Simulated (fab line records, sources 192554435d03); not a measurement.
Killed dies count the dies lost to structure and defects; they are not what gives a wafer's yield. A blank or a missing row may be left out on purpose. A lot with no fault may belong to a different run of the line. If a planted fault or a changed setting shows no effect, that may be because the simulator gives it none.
A struck lot beside a sound one + flow n5 finfet + 14 out of 1938 route steps
Sound: these wafers, L188.3, L188.4, L188.6. Struck: wafer L203.3 (left out: L203.1, L203.2 of the same lot, which were not struck); the cause appears at the end.
Order at every step that has rows: each side's tool, ch and its chambers, its first start. Under that, the readings that differ: sound wafers + struck wafers + difference of the means + sigmas: that difference in standard deviations of wafers without a fault.
alike: same words and numbers on both sides, and readings whose means sit less than 2 such deviations apart. not compared: any withheld reading, any reading some wafer has no value for, any bound like >300 that may hide the same value, and any number with overlapping values for which the record gives no deviation.
A row with sigmas, a row that says differs or no value, or rows on one side alone: a step with any of these is where the two part. Numbers that don't overlap but have no deviation are shown without sigmas and don't part them. Lack of a reading on every wafer of one side parts them only where that side has two or more wafers.

first, 1 step without rows for these wafers: N5_BEOL_M13_STRIP_69 (strips in N2/H2).
N5_BEOL_M13_TRENCH_ETCH_34: etches SiOC in C4F8/O2/Ar, target depth 413.47 nm, time 162.6 s.
  sound on rie diel-06 ch 0,3, day 13 03:38; struck on rie diel-06 ch 3, day 17 11:29
  alike: drypump motor current A, oes product au, rf vpp V, showerhead plenum p Torr, throttle valve pct
  not compared: rf hours counter h
then, 1 step without rows for these wafers: N5_BEOL_M13_STRIP_70 (strips in C4F8/O2/Ar).
N5_BEOL_M13_OCD_MEAS_35:
  struck on ocd-01, day 17 11:40; sound on ocd-02, day 13 03:49
  alike: trench depth nm
N5_BEOL_M13_STRIP_37: strips in N2/H2.
  sound on plasma asher-01 ch 0,1, day 13 03:52; struck on plasma asher-01 ch 1, day 17 11:55
  alike: drypump motor current A, heater power w, oes product au
  not compared: rf hours counter h
then, 3 steps without rows for these wafers: N5_BEOL_M13_ETCH_38 (etches SiCN in CF4/N2, target depth 67.5 nm, time 71.9 s); N5_BEOL_M13_PRECLEAN_39 (cleans in residue remover, time 60 s); N5_BEOL_M13_SRD_40 (time 30 s, dry time 30 s).
N5_BEOL_M13_DEGAS_41: time 60 s.
  struck on pvd sputter-02, day 17 12:15; sound on pvd sputter-01, day 13 06:45
  alike: heater power w
N5_BEOL_M13_PRE_CLEAN_42: time 30 s.
  struck on pvd sputter-02, day 17 12:17; sound on pvd sputter-01, day 13 06:47
  alike: heater power w
N5_BEOL_M13_SPUTTER_43: material TaN, target thk 15 nm, time 24.19 s.
  struck on pvd sputter-02, day 17 12:20; sound on pvd sputter-01, day 13 06:50
  alike: cathode dc power W, throttle valve pct
then, 1 step without rows for these wafers: N5_BEOL_M13_SPUTTER_44 (material Ta, target thk 10 nm, time 16.13 s).
N5_BEOL_M13_SPUTTER_45: material Cu, target thk 80 nm, time 13.33 s.
  struck on pvd sputter-02, day 17 12:29; sound on pvd sputter-01, day 13 06:59
| reading                | sound             | struck | difference | sigmas      |
|------------------------|-------------------|--------|------------|-------------|
| cathode dc power W (W) | 26000 26003 25999 | 31452  | +5451      | +99 or more |
  alike: throttle valve pct
then, 1 step without rows for these wafers: N5_BEOL_M13_ECD_47 (material Cu, target thk 936 nm).

WHERE THEY PART
Within this record, at N5_BEOL_M13_SPUTTER_45 only.

WHY: what had been put in by the simulator
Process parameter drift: pvd sputter-02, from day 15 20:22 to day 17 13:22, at N5_BEOL_M13_SPUTTER_45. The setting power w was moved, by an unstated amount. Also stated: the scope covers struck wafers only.
